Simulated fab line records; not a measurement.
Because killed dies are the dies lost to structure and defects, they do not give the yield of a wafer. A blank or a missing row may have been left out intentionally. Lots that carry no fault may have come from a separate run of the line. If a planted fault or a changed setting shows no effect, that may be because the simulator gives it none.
fab line records	flow nandHarc
record lots=13	wafers=39	lastDay=25
route steps=1159 shown A_ZERO_WELL@405 A_ONON_D1@424 END@1159
lots that met no fault: from a run of the same line without faults
startH: start of the lot's first displayed wafer, in hours after the record's first day	waitH: time in hours since the lot's previous step	" as in the row above	L1.1+2: a row that stands for several wafers	- either no value or no given start	* or withheld: withheld	< > ~ a bound
route shown NAME@n: names a module that has steps shown in the file, with the first one's number in the route	usual: mean and standard deviation over wafers with no fault	same: alike in all rows	chamber/n: place in a boat	sites: readings site by site	_std_site: standard deviation of those values	_edge_site: the outer-site mean with the inner-site mean subtracted	radiusMm: for every site, how far away it sits from the centre of the wafer	mask NAME#n: copy n	behind: tool/chamber where the wafer was last shaped	hold: why the lot was held/for how many hours/how that ended	device: whichever transistor did not switch (one of n, p or np)	end of line: the route-end tests of the same wafers	a step with no rows: only its recipe	killed: dies lost to structure and defects at the first sort, not the wafer's yield	map: dies across one wafer; x = killed, . = not, _ = none there
set.NAME: the setting as run; set.NAME@STEP: as run at that earlier step	model.NAME: the simulator's own value behind a step, which no gauge read
a sample of lots followed through the steps of the route, with each step as a table and each wafer as a row
services: when a tool's chamber went out of use (startH, in hours from the record's first day, below 0 if earlier), for how many hours, and the reason
## steps
# step NHARC_A_ZERO_WELL_ETCH_13
# recipe targetDepthA=1200	timeS=40.1	hbrFlowSccm=150	cl2FlowSccm=50	rfW=400	icpW=400	biasW=100	chemistry=HBr/Cl2
# usual drypumpMotorCurrentA=5.7/0.55	oesProductAu=0.998/0.0069	throttleValvePct=26.405/0.0086
lot.wafer	tool	chamber	startH	waitH	drypumpMotorCurrentA	oesProductAu	rfHoursCounterH	throttleValvePct
L510.3	rieSi-02	1	149.24	-	5.7	0.995	0.8	26.406
L510.4	"	2	"	"	6.4	0.997	0.8	26.409
L510.6	"	2	"	"	6.5	0.998	-	26.396
L509.2	rieSi-06	3	154.09	-	5.2	0.985	1.1	26.411
L509.1	"	2	"	"	5.6	0.991	1.1	26.409
L509.6	"	3	"	"	5.3	0.991	-	26.409
L513.1	rieSi-04	2	164.21	-	5.8	0.994	0.4	26.394
L513.2	"	3	"	"	6.5	0.989	0.4	26.390
L513.3	"	0	"	"	5.5	0.988	0.4	26.409
L516.2	rieSi-04	0	189.17	-	5.5	1.000	0.6	26.399
L516.4	"	1	"	"	4.8	0.990	0.5	26.404
L516.5	"	3	"	"	6.5	1.002	-	26.395
L519.4	rieSi-04	0	215.18	-	5.5	0.986	0.7	26.402
L519.1	"	1	"	"	4.8	0.991	0.6	26.417
L519.2	"	3	"	"	6.5	0.987	0.8	26.405
L520.4	rieSi-06	0	215.69	-	6.0	0.993	0.1	26.408
L520.1	"	2	"	"	5.5	0.998	0.2	26.406
L520.5	"	0	"	"	5.9	1.005	-	26.409
L522.4	rieSi-02	2	221.46	-	6.4	1.003	0.0	26.398
L522.1	"	3	"	"	5.1	1.009	0.0	26.393
L522.5	"	2	"	"	6.4	1.001	-	26.411
L523.1	rieSi-04	3	229.07	-	6.5	0.991	1.0	26.419
L523.3	"	2	"	"	5.8	0.994	1.0	26.419
L523.6	"	3	"	"	6.5	0.994	-	26.397
L525.2	rieSi-06	3	236.00	-	5.2	0.990	0.4	26.416
L525.3	"	0	"	"	6.0	1.004	0.3	26.400
L525.6	"	3	"	"	5.3	1.003	-	26.406
L526.2	rieSi-04	1	253.40	-	4.8	0.987	0.8	26.416
L526.3	"	3	"	"	6.5	1.004	1.1	26.409
L526.4	"	0	"	"	5.5	0.991	0.9	26.409
L527.5	rieSi-02	2	253.76	-	6.4	0.994	-	26.381
L527.6	"	3	"	"	5.1	0.996	-	26.413
L527.4	"	1	"	"	5.7	0.992	-	26.411
L528.2	rieSi-04	1	260.98	-	4.8	0.996	0.9	26.414
L528.6	"	1	"	"	4.8	1.004	-	26.389
L528.5	"	2	"	"	5.8	0.990	-	26.398
L529.4	rieSi-04	2	268.65	-	5.8	0.995	1.2	26.421
L529.3	"	3	"	"	6.5	0.996	1.2	26.406
L529.5	"	3	"	"	6.5	0.992	-	26.398
# step NHARC_A_ZERO_WELL_RTA_16
# recipe tempC=1000	timeS=10
# usual annealTempCMax=1004.9/1.1	lampPowerPct=27.7/1.6	lamp_zone_1_pct=27.7/1.6	wafer_temp_C_max=1003.9/2
lot.wafer	tool	chamber	startH	waitH	annealTempCMax	lampPowerPct	lamp_zone_1_pct	wafer_temp_C_max
L510.3	rtpAnneal-01	0	150.50	-	1003.5	30.0	30.0	1006.5
L510.4	"	0	"	"	1003.9	30.0	30.0	1009.7
L510.6	"	0	"	"	1003.3	30.0	30.0	1004.5
L509.1	rtpAnneal-02	0	155.13	-	1007.1	26.6	26.6	1002.8
L509.2	"	0	"	"	1004.7	26.6	26.6	1002.8
L509.6	"	0	"	"	1006.3	26.6	26.6	1003.4
L513.1	rtpAnneal-02	0	165.15	-	1005.1	26.6	26.6	1002.9
L513.2	"	0	"	"	1004.0	26.6	26.6	1003.2
L513.3	"	0	"	"	1004.6	26.6	26.6	1002.4
L516.2	rtpAnneal-02	0	190.07	-	1005.7	26.6	26.6	1002.3
L516.4	"	0	"	"	1005.0	26.6	26.6	1002.1
L516.5	"	0	"	"	1004.3	26.6	26.6	1001.0
L519.1	rtpAnneal-01	0	216.09	-	1003.7	30.0	30.0	1007.7
L519.2	"	0	"	"	1003.7	30.0	30.0	1006.0
L519.4	"	0	"	"	1004.2	30.0	30.0	1004.2
L520.1	rtpAnneal-02	0	216.58	-	1003.6	26.6	26.6	1002.4
L520.4	"	0	"	"	1004.8	26.6	26.6	1002.1
L520.5	"	0	"	"	1003.7	26.6	26.6	1002.3
L522.1	rtpAnneal-01	0	222.41	-	1004.4	30.0	30.0	1006.1
L522.4	"	0	"	"	1004.7	30.0	30.0	1005.6
L522.5	"	0	"	"	1003.7	30.0	30.0	1008.0
L523.1	rtpAnneal-02	0	229.97	-	1004.7	26.6	26.6	1002.7
L523.3	"	0	"	"	1004.9	26.6	26.6	1002.9
L523.6	"	0	"	"	1007.2	26.6	26.6	1001.6
L525.2	rtpAnneal-02	0	236.94	-	1005.3	26.5	26.5	1002.9
L525.3	"	0	"	"	1003.7	26.6	26.6	1002.3
L525.6	"	0	"	"	1005.3	26.6	26.5	1003.1
L526.2	rtpAnneal-02	0	254.34	-	1006.2	26.6	26.6	1002.5
L526.3	"	0	"	"	1007.6	26.6	26.6	1002.3
L526.4	"	0	"	"	1004.8	26.6	26.6	1001.8
L527.4	rtpAnneal-01	0	254.73	-	1003.9	30.0	30.0	1004.8
L527.5	"	0	"	"	1003.4	30.0	30.0	1006.7
L527.6	"	0	"	"	1002.8	30.0	30.1	1007.3
L528.2	rtpAnneal-02	0	261.95	-	1005.1	26.6	26.5	1001.9
L528.5	"	0	"	"	1005.7	26.6	26.6	1003.0
L528.6	"	0	"	"	1005.4	26.6	26.6	1001.7
L529.3	rtpAnneal-02	0	269.62	-	1005.2	26.6	26.6	1002.7
L529.4	"	0	"	"	1003.4	26.6	26.6	1003.3
L529.5	"	0	"	"	1004.6	26.6	26.6	1003.0
# step NHARC_A_ONON_D1_DEP_00
# recipe targetThkA=10000	n2FlowSccm=2750	n2oFlowSccm=2000	nh3FlowSccm=500	sih4FlowSccm=210	tempC=400
# usual nh3FlowSccm=499.8/1.5
lot.wafer	tool	chamber	startH	waitH	nh3FlowSccm
L510.3	pecvdOnon-02	0	171.25	0.2	496.1
L510.4	"	0	"	"	499.1
L510.6	"	0	"	"	498.1
L509.1	pecvdOnon-03	0	176.41	0.1	498.7
L509.2	"	0	"	"	497.6
L509.6	"	0	"	"	496.8
L513.1	pecvdOnon-02	0	187.58	0.1	503.1
L513.2	"	0	"	"	500.6
L513.3	"	0	"	"	500.5
L516.2	pecvdOnon-03	0	210.83	0.1	499.6
L516.4	"	0	"	"	501.4
L516.5	"	0	"	"	501.1
L519.1	pecvdOnon-03	0	236.84	0.1	495.8
L519.2	"	0	"	"	498.9
L519.4	"	0	"	"	499.8
L520.1	pecvdOnon-02	0	236.85	0.1	500.2
L520.4	"	0	"	"	497.8
L520.5	"	0	"	"	501.2
L522.1	pecvdOnon-02	0	243.52	0.1	500.0
L522.4	"	0	"	"	499.0
L522.5	"	0	"	"	499.4
L523.1	pecvdOnon-04	0	250.85	0.1	500.8
L523.3	"	0	"	"	503.1
L523.6	"	0	"	"	502.0
L525.2	pecvdOnon-04	0	257.54	0.1	497.9
L525.3	"	0	"	"	498.3
L525.6	"	0	"	"	497.2
L526.2	pecvdOnon-02	0	275.43	0.1	501.0
L526.3	"	0	"	"	498.8
L526.4	"	0	"	"	500.4
L527.4	pecvdOnon-04	0	275.55	0.2	498.4
L527.5	"	0	"	"	498.2
L527.6	"	0	"	"	500.1
L528.2	pecvdOnon-04	0	283.05	0.1	501.3
L528.5	"	0	"	"	502.7
L528.6	"	0	"	"	500.2
L529.3	pecvdOnon-04	0	292.19	0.2	499.6
L529.4	"	0	"	"	501.3
L529.5	"	0	"	"	498.8
# step NHARC_A_ONON_D1_THK_MEAS_02
# recipe thkMeasGauge=ellipsometry
# usual thkNm=999/10
lot.wafer	tool	chamber	startH	waitH	thkNm
L510.3	filmMetro-01	-	171.64	-	1001
L510.4	"	-	"	"	1001
L510.6	"	-	"	"	1003
L509.1	filmMetro-01	-	176.92	-	1009
L509.2	"	-	"	"	1007
L509.6	"	-	"	"	1009
L513.1	filmMetro-01	-	188.09	-	985
L513.2	"	-	"	"	984
L513.3	"	-	"	"	984
L516.2	filmMetro-01	-	211.28	-	676
L516.4	"	-	"	"	678
L516.5	"	-	"	"	678
L519.1	filmMetro-01	-	237.35	-	686
L519.2	"	-	"	"	688
L519.4	"	-	"	"	689
L520.1	filmMetro-02	-	237.36	-	998
L520.4	"	-	"	"	998
L520.5	"	-	"	"	997
L522.1	filmMetro-01	-	244.03	-	995
L522.4	"	-	"	"	995
L522.5	"	-	"	"	995
L523.1	filmMetro-02	-	251.36	-	1008
L523.3	"	-	"	"	1008
L523.6	"	-	"	"	1008
L525.2	filmMetro-01	-	258.00	-	1000
L525.3	"	-	"	"	1001
L525.6	"	-	"	"	1000
L526.2	filmMetro-02	-	275.88	-	993
L526.3	"	-	"	"	995
L526.4	"	-	"	"	994
L527.4	filmMetro-01	-	275.89	-	1026
L527.5	"	-	"	"	1024
L527.6	"	-	"	"	1027
L528.2	filmMetro-02	-	283.49	-	990
L528.5	"	-	"	"	990
L528.6	"	-	"	"	990
L529.3	filmMetro-02	-	292.58	-	1006
L529.4	"	-	"	"	1006
L529.5	"	-	"	"	1006
# step NHARC_END_SORT_01
# recipe tempC=25
# usual killedAtArray=27/11	killedAtOther=0.7/0.93	killedAtPeriphery=2.9/1.9	killedDies=30/11	killedOpen=3.1/1.7	killedShort=1.9/1.3
# same grossDies=677
lot.wafer	tool	chamber	startH	waitH	killedAtArray	killedAtOther	killedAtPeriphery	killedDies	killedOpen	killedShort
L516.2	prober-02	0	489.63	2.8	674	1	2	677	2	3
L516.4	prober-02	0	491.24	3.4	673	0	4	677	2	2
L516.5	prober-02	0	492.05	3.7	673	1	3	677	5	0
L519.1	prober-02	0	506.50	2.5	676	0	1	677	4	0
L519.2	prober-02	0	507.29	2.8	675	0	2	677	3	2
L519.4	prober-02	0	508.87	3.4	674	0	3	677	7	2
# killed by level:class
L516.2 A_ONON_D1:areaDep=658 A_STAIRCASE:chamberFilmFlake=4 A_CONTACT:chamberFilmFlake=4 A_CHANNEL_FILL_D1:geometricParticle:open=2 A_CHANNEL_HOLE_D1:chamberFilmFlake=2 P_M1:geometricParticle:short=1 A_CHANNEL_FILL_D1:geometricParticle:short=1 A_M0:geometricParticle:short=1
L516.4 A_ONON_D1:areaDep=660 A_STAIRCASE:chamberFilmFlake=5 P_GATE:chamberFilmFlake=2 A_CHANNEL_HOLE_D1:chamberFilmFlake=2 A_CONTACT:chamberFilmFlake=2 P_M0:geometricParticle:open=1 A_CHANNEL_FILL_D1:geometricParticle:open=1 A_CHANNEL_FILL_D1:geometricParticle:short=1
L516.5 A_ONON_D1:areaDep=659 A_CHANNEL_HOLE_D1:chamberFilmFlake=4 A_CONTACT:chamberFilmFlake=4 A_STAIRCASE:chamberFilmFlake=2 P_CONTACT:geometricParticle:open=1 P_M2:geometricParticle:open=1 A_ONON_D1:geometricParticle:open=1 A_WL_FILL:geometricParticle:open=1
L519.1 A_ONON_D1:areaDep=651 A_CHANNEL_HOLE_D1:chamberFilmFlake=19 A_CONTACT:geometricParticle:open=3 P_M0:geometricParticle:open=1 A_STAIRCASE:chamberFilmFlake=1 A_SGD_CUT:chamberFilmFlake=1 A_CONTACT:chamberFilmFlake=1
L519.2 A_ONON_D1:areaDep=640 A_CHANNEL_HOLE_D1:chamberFilmFlake=23 A_ZERO_WELL:chamberFilmFlake=3 A_CONTACT:chamberFilmFlake=3 A_SGD_CUT:chamberFilmFlake=2 P_CONTACT:geometricParticle:open=1 P_M0:geometricParticle:short=1 A_CHANNEL_FILL_D1:geometricParticle:short=1
L519.4 A_ONON_D1:areaDep=644 A_CHANNEL_HOLE_D1:chamberFilmFlake=15 A_ZERO_WELL:chamberFilmFlake=3 A_CONTACT:chamberFilmFlake=3 A_CONTACT:geometricParticle:open=2 P_CONTACT:geometricParticle:open=1 P_M0:geometricParticle:short=1 P_M0:geometricParticle:open=1
## services
tool	chamber	startH	hours	kind
rieSi-02	0	145.72	2.0	repair
pecvdOnon-03	-	153.00	13.0	pm
rieSi-04	1	159.37	5.1	repair
rieSi-02	3	177.34	2.3	repair
rieSi-06	-	183.00	9.0	pm
rieSi-06	0	183.00	9.0	ventCycle
rieSi-06	1	183.00	9.0	ventCycle
rieSi-06	2	183.00	9.0	ventCycle
rieSi-02	-	211.07	9.0	pm
pecvdOnon-03	-	223.76	8.2	repair
pecvdOnon-04	-	237.20	13.0	pm
rieSi-02	0	253.58	2.3	repair
rieSi-02	2	262.94	2.3	repair
rieSi-06	2	272.05	4.9	repair
rieSi-04	-	276.00	9.0	pm
rieSi-04	0	276.00	9.0	ventCycle
rieSi-04	1	276.00	9.0	ventCycle
rieSi-04	2	276.00	9.0	ventCycle
rieSi-04	3	276.00	9.0	ventCycle
rieSi-04	0	285.00	-	clean
rieSi-04	1	285.00	-	clean
rieSi-04	2	285.00	-	clean
rieSi-04	3	285.00	-	clean
pecvdOnon-02	-	292.00	13.0	pm
## key
firstSign step=NHARC_A_ONON_D1_THK_MEAS_02	reading=thkNm	direction=down	sigmas=32	usual=999	struck=683
effect step=NHARC_END_SORT_01	reading=killedAtArray	direction=up	sigmas=59	usual=27	struck=674
moreKillsBornAt NHARC_A_ONON_D1_DEP_00@pecvdOnon-03=3912
metAt NHARC_A_ONON_D1_DEP_00
struckLots L516,L519
struckWafers L516.2,L516.4,L516.5,L519.1,L519.2,L519.4
laterRowsLeftOut L516.2,L516.4,L516.5,L519.1,L519.2,L519.4
testerLeftOut L516,L519
notActingAt NHARC_A_ZERO_WELL_ETCH_13,NHARC_A_ZERO_WELL_RTA_16
onsetBetween 176.41 210.83
fault kind=processParameterDrift	tool=pecvdOnon-03	chamber=0	onsetH=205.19	steps=NHARC_A_ONON_D1_DEP_00	channel=targetThkA	offset=*	shape=step	endH=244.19	actsIn=*	stated=*
# testerLeftOut: of these lots the tester's yield and bins aren't shown, on N5 and GAA mostly nor the transistor test; their killed dies are dies lost to structure and defects alone, not to doping, threshold or leakage, so they don't give the yield
# laterRowsLeftOut: the simulator's readings of these wafers behind a module that went badly wrong aren't trusted and aren't shown, but for the sort
